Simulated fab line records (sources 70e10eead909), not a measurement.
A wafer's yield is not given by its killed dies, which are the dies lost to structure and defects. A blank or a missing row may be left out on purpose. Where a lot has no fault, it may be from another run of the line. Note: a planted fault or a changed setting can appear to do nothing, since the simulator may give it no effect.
A struck lot beside a sound one	flow nand-harc	22 out of 1302 route steps
Sound: these wafers, L951.2, L951.4, L951.6. Struck: wafers L954.1, L954.2, L954.5. At the end, the cause is stated.
Order at every step that has rows: each side's tool, ch and its chambers, its first start. Under that, the readings that differ: sound wafers	struck wafers	difference of the means	sigmas: that difference in standard deviations of wafers without a fault.
alike: a reading whose means differ by less than 2 such deviations, as well as words and numbers matching on both sides. not compared: withheld readings; readings where some wafer has no value; bounds like >300 that might hide an equal value; numbers whose values overlap and for which the record gives no deviation.
Wherever a step has rows on one side only, a row that says differs or no value, or a row with sigmas, the two part there. Numbers that don't overlap but have no deviation are shown without sigmas and don't part them. A reading missing from all wafers of one side parts the sides only when that side holds two or more wafers.

NHARC_A_CONTACT_CMP_20: polishes, t overpolish 30 s, target thk 300 nm.
  sound on cmp-04 ch 1,2,3, day 22 20:10; struck on cmp-04 ch 1,2,3, day 24 09:45
  alike: motor-current-A, overpolish-run-s, slurry-flow-ml-min, time-to-endpoint-s
after that, 1 step had no rows for these wafers: NHARC_A_CONTACT_SRD_22.
NHARC_A_CONTACT_INSPECT_23:
  struck on defect-inspect-01, day 24 10:06; sound on defect-inspect-01, day 22 20:31
  alike: raw-defect-count
then, 8 steps without rows for these wafers: NHARC_A_BLC_DEHYDRATE_00 (time 120 s); NHARC_A_BLC_HMDS_01 (time 30 s); NHARC_A_BLC_COAT_02 (time 75 s); NHARC_A_BLC_COAT_03 (time 65 s); NHARC_A_BLC_COAT_04 (resist thk 90 nm); NHARC_A_BLC_SOFTBAKE_05 (time 55 s); NHARC_A_BLC_EBR_06; NHARC_A_BLC_EXPOSE_07 (exposes mask A BLC, target cd 100 nm).
NHARC_A_BLC_PEB_08: peb time 65 s.
  sound on litho-track-01 ch 0, day 22 20:56; struck on litho-track-01 ch 0, day 24 10:24
reading	sound	struck	difference	sigmas
heater-power-total-W (W)	156.8 156.4 157.0	132.3 132.9 132.7	-24.1	-55
plate-temp-C (C)	100.01 99.95 100.05	88.94 88.81 88.86	-11.13	-80
  alike: exhaust-pa
then, 1 step without rows for these wafers: NHARC_A_BLC_DEVELOP_09 (develop time 35 s).
NHARC_A_BLC_CD_MEAS_10: target cd 100 nm.
  sound on cd-sem-01 ch 0, day 22 21:01; struck on cd-sem-01 ch 0, day 24 10:29
reading	sound	struck	difference	sigmas
cd-nm (nm)	99.0 99.6 100.1	44.5 45.7 45.4	-54.4	-85
NHARC_A_BLC_OVL_MEAS_11:
  struck on overlay-02, day 24 10:34; sound on overlay-01, day 22 21:07
reading	sound	struck	difference	sigmas
overlay-x-nm (nm)	-1.1 -1.2 -1.3	0.7 0.6 0.7	+1.9	+2
  alike: overlay-y-nm
NHARC_A_BLC_INSPECT_12:
  struck on defect-inspect-02, day 24 10:37; sound on defect-inspect-01, day 22 21:09
  alike: raw-defect-count
NHARC_A_BLC_DESCUM_15: chemistry O2, time 3 s.
  sound on rie-diel-01 ch 0,2,3, day 22 21:13; struck on rie-diel-12 ch 2,3, day 24 10:40
reading	sound	struck	difference	sigmas
model.A_BLC.cd-nm (nm)	98.13 98.92 100.7	45.29 45.86 45.79	-53.60	
  alike: drypump-motor-current-A, oes-product-au, rf-vpp-V, showerhead-plenum-p-Torr, throttle-valve-pct
  not compared: rf-hours-counter-h
NHARC_A_BLC_ETCH_16: etches the open film in CF4, target depth 39 nm, time 65 s.
  sound on rie-diel-01 ch 0,3, day 22 21:18; struck on rie-diel-12 ch 0,3, day 24 10:45
  alike: drypump-motor-current-A, oes-product-au, rf-vpp-V, showerhead-plenum-p-Torr, throttle-valve-pct
  not compared: rf-hours-counter-h
NHARC_A_BLC_ETCH_17: etches the open film in N2/H2, target depth 390 nm, time 609.38 s.
  sound: rie-diel-01 ch 0,1; struck: rie-diel-12 ch 1,2,3
  alike: drypump-motor-current-A, oes-product-au, rf-vpp-V, showerhead-plenum-p-Torr, throttle-valve-pct
  not compared: rf-hours-counter-h
NHARC_A_BLC_ETCH_18: etches the open film in C4F8/O2/Ar, target depth 910 nm.
  sound: rie-diel-01 ch 0,1,2; struck: rie-diel-12 ch 1,2,3
reading	sound	struck	difference	sigmas
model.A_BLC.cd-nm (nm)	95.55 97.39 97.6	46 45.7 42.17	-52	
  alike: oes-product-au, rf-vpp-V
  not compared: rf-hours-counter-h
NHARC_A_BLC_CD_MEAS_19:
  struck on cd-sem-02, day 24 11:38; sound on cd-sem-01, day 22 22:11
reading	sound	struck	difference	sigmas
cd-nm (nm)	96 97 98	46 46 42	-52	-16
NHARC_A_BLC_STRIP_29: strips in CF4.
  sound on rie-diel-12 ch 0,1,3, day 22 22:16; struck on rie-diel-12 ch 0,2,3, day 24 11:43
  alike: drypump-motor-current-A, oes-product-au, rf-vpp-V, showerhead-plenum-p-Torr, throttle-valve-pct
  not compared: rf-hours-counter-h

## WHERE THEY PART
Earliest at NHARC_A_BLC_PEB_08; latest, in this record, at NHARC_A_BLC_CD_MEAS_19. Later steps at which nothing parts them and some readings are alike: NHARC_A_BLC_STRIP_29.

WHY: whatever the simulator had introduced
Process parameters drifting: litho-track-01 at NHARC_A_BLC_PEB_08, beginning at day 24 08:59. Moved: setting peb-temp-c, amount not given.
